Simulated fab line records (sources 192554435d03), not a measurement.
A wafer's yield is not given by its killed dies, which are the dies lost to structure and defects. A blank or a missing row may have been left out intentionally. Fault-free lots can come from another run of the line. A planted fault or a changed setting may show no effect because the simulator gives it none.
Lot-split experiment ; flow n5-finfet ; 39 wafers read across 7 lots, on a route 1938 steps long

## THE SPLIT
At N5_FIN_SAQP_ETCH_52 (etches SOC in N2/H2, target depth 100 nm, overetch 20 nm, time 150 s), the setting source-w was moved away from the recipe's 840 W on 12 of the 39 wafers read, by -11.8% to +18.7%. All remaining wafers had this setting at the recipe value.

The split's own step is where the reading is taken.

## THE READING
rf-vpp-V, in V, at N5_FIN_SAQP_ETCH_52 (etches SOC in N2/H2, target depth 100 nm, overetch 20 nm, time 150 s). On this fab line, fault-free wafers typically give 523.3 V with a standard deviation of 2.2 V.

wafer;tool, chamber at the split;source-w as run, W;against the recipe;rf-vpp-V, V;against lot-mates on the recipe
L075.1;rie-diel-05, 1;840;recipe;521.6;-
L075.2;rie-diel-05, 2;840;recipe;523.1;-
L075.3;rie-diel-05, 3;840;recipe;520.7;-
L076.1;rie-diel-06, 1;997.3;+18.7%;496.8;-25.2
L076.2;rie-diel-06, 2;840;recipe;520.8;-
L076.3;rie-diel-06, 0;840;recipe;519.5;-
L076.4;rie-diel-06, 2;997.3;+18.7%;493.4;-28.6
L076.5;rie-diel-06, 0;997.3;+18.7%;494.0;-28.0
L076.6;rie-diel-06, 1;840;recipe;525.8;-
L079.1;rie-diel-01, 3;840;recipe;527.1;-
L079.2;rie-diel-01, 2;840;recipe;524.0;-
L079.3;rie-diel-01, 0;840;recipe;518.8;-
L079.4;rie-diel-01, 0;840;recipe;519.3;-
L079.5;rie-diel-01, 3;840;recipe;526.9;-
L079.6;rie-diel-01, 2;840;recipe;523.1;-
L080.1;rie-diel-05, 0;840;recipe;524.8;-
L080.2;rie-diel-05, 3;840;recipe;520.2;-
L080.3;rie-diel-05, 1;840;recipe;522.0;-
L080.4;rie-diel-05, 2;840;recipe;523.7;-
L080.5;rie-diel-05, 1;840;recipe;523.5;-
L080.6;rie-diel-05, 0;840;recipe;526.7;-
L082.1;rie-diel-06, 1;740.7;-11.8%;548.8;+26.6
L082.2;rie-diel-06, 0;840;recipe;522.3;-
L082.3;rie-diel-06, 2;740.7;-11.8%;544.3;+22.1
L082.4;rie-diel-06, 3;840;recipe;521.9;-
L082.5;rie-diel-06, 3;840;recipe;522.5;-
L082.6;rie-diel-06, 2;740.7;-11.8%;545.0;+22.8
L095.1;rie-diel-06, 3;755.3;-10.1%;539.1;+17.0
L095.2;rie-diel-06, 0;840;recipe;522.9;-
L095.3;rie-diel-06, 1;755.3;-10.1%;545.0;+22.9
L095.4;rie-diel-06, 2;755.3;-10.1%;540.6;+18.5
L095.5;rie-diel-06, 0;840;recipe;522.3;-
L095.6;rie-diel-06, 3;840;recipe;521.0;-
L097.1;rie-diel-01, 2;904;+7.6%;510.8;-14.0
L097.2;rie-diel-01, 3;840;recipe;525.4;-
L097.3;rie-diel-01, 1;840;recipe;524.9;-
L097.4;rie-diel-01, 2;904;+7.6%;510.7;-14.1
L097.5;rie-diel-01, 1;904;+7.6%;511.7;-13.1
L097.6;rie-diel-01, 3;840;recipe;524.1;-

FIT RESULTS
A straight line over all 39 wafers: rf-vpp-V changes by -1.67 V for each +1% of source-w; r = -0.98; the points scatter about the line by 2.5 V.
The same after taking each lot's own level away (the mean of its wafers on the recipe; 39 wafers): -1.69 V for each +1%; r = -0.98; scatter 2.6 V.
Per that fit: largest source-w move, reading shift of 32 V.
Measured against the standard deviation above, the lots' own levels, which go from 521.80 to 524.80 V, span 1.4 times it.
The two slopes are in agreement: the lot-to-lot level therefore moves the slope only a little.
Check: -32.3 V against its lot-mates is what the line predicts for one of the wafers moved furthest among these (+18.7%) when that wafer is left out of the fit. Against them it came out at -25.2 V.
Tool readings at the split's step, against how far the setting was moved: rf-vpp-V r = -0.98.

## FILE'S OWN FIT
rf-vpp-V changes by -1.68 V for each +1% of source-w, r = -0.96.
